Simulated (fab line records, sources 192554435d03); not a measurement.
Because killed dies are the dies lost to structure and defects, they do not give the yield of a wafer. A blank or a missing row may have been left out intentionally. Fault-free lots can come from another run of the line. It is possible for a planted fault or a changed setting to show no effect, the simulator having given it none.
Matching of chambers | flow n5_finfet | rie_diel-04 running N5_BEOL_M3_VIA_ETCH_34: 4 sister chambers
The step etches the open film in C4F6/O2, target depth 69.4 nm, time 65.9 s. 22 wafers are shown with their chamber, then 11 later ones without.

## WAFERS, EACH WITH ITS CHAMBER
wafer  | chamber | showerhead_plenum_p_Torr (Torr) | drypump_motor_current_A (A) | rf_vpp_V (V)
L077.4 | 2       | 2.97                            | 5.3                         | 678
L077.5 | 3       | 2.78                            | 5.7                         | 653
L077.6 | 2       | 2.97                            | 5.3                         | 678
L083.2 | 2       | 2.96                            | 5.3                         | 678
L083.3 | 0       | 2.80                            | 5.8                         | 646
L083.6 | 3       | 2.77                            | 5.6                         | 651
L084.1 | 2       | 2.96                            | 5.2                         | 679
L084.3 | 3       | 2.77                            | 5.6                         | 651
L084.4 | 0       | 2.79                            | 5.8                         | 647
L085.1 | 3       | 2.77                            | 5.7                         | 652
L085.4 | 2       | 2.96                            | 5.3                         | 679
L085.6 | 0       | 2.79                            | 5.8                         | 646
L086.2 | 3       | 2.77                            | 5.6                         | 653
L086.4 | 0       | 2.79                            | 5.8                         | 645
L086.5 | 3       | 2.77                            | 5.6                         | 652
L090.2 | 1       | 3.05                            | 6.3                         | 661
L090.4 | 1       | 3.05                            | 6.3                         | 661
L090.6 | 2       | 2.95                            | 5.3                         | 676
L088.2 | 0       | 2.79                            | 5.8                         | 646
L088.3 | 1       | 3.05                            | 6.3                         | 662
L088.6 | 2       | 2.95                            | 5.2                         | 680
L092.1 | 1       | 3.05                            | 6.3                         | 661

SIGNATURES (averages over the wafers above)
reading                  | chamber 0 | chamber 1 | chamber 2 | chamber 3 | scatter within a chamber
showerhead_plenum_p_Torr | 2.7920    | 3.0500    | 2.9600    | 2.7717    | 0.00559
drypump_motor_current_A  | 5.800     | 6.300     | 5.271     | 5.633     | 0.0392
rf_vpp_V                 | 646.00    | 661.25    | 678.29    | 652.00    | 0.948
Rule: a wafer lies at a distance from a chamber equal to the root of the sum of squares, over the readings, of (its reading less the chamber's mean, divided by the reading's scatter). If the next closest chamber is less than 2 further off than the closest, the wafer can't be placed; otherwise it belongs to the closest. How the scatter is found: for the shown wafers, subtract from each reading the mean of its chamber, square and add these, divide the total by (wafers less chambers), then take the root.

## WAFERS WITHOUT THEIR CHAMBER
wafer  | showerhead_plenum_p_Torr (Torr) | drypump_motor_current_A (A) | rf_vpp_V (V)
L092.2 | 2.95                            | 5.2                         | 679
L092.4 | 2.95                            | 5.2                         | 679
L093.2 | 2.78                            | 5.8                         | 645
L093.4 | 2.95                            | 5.3                         | 678
L093.6 | 3.04                            | 6.3                         | 660
L094.1 | 2.78                            | 5.8                         | 647
L094.3 | 3.04                            | 6.3                         | 660
L094.4 | 3.04                            | 6.3                         | 660
L096.2 | 2.77                            | 5.7                         | 653
L096.5 | 2.95                            | 5.2                         | 679
L096.6 | 3.04                            | 6.2                         | 660

## WHICH CHAMBER EACH WENT THROUGH
wafer  | from the rows above | in truth
L092.2 | 2                   | 2
L092.4 | 2                   | 2
L093.2 | 0                   | 0
L093.4 | 2                   | 2
L093.6 | 1                   | 1
L094.1 | 0                   | 0
L094.3 | 1                   | 1
L094.4 | 1                   | 1
L096.2 | 3                   | 3
L096.5 | 2                   | 2
L096.6 | 1                   | 1
11 of 11 placed correctly. Not placeable from these rows: 0. Number placed wrongly: 0.
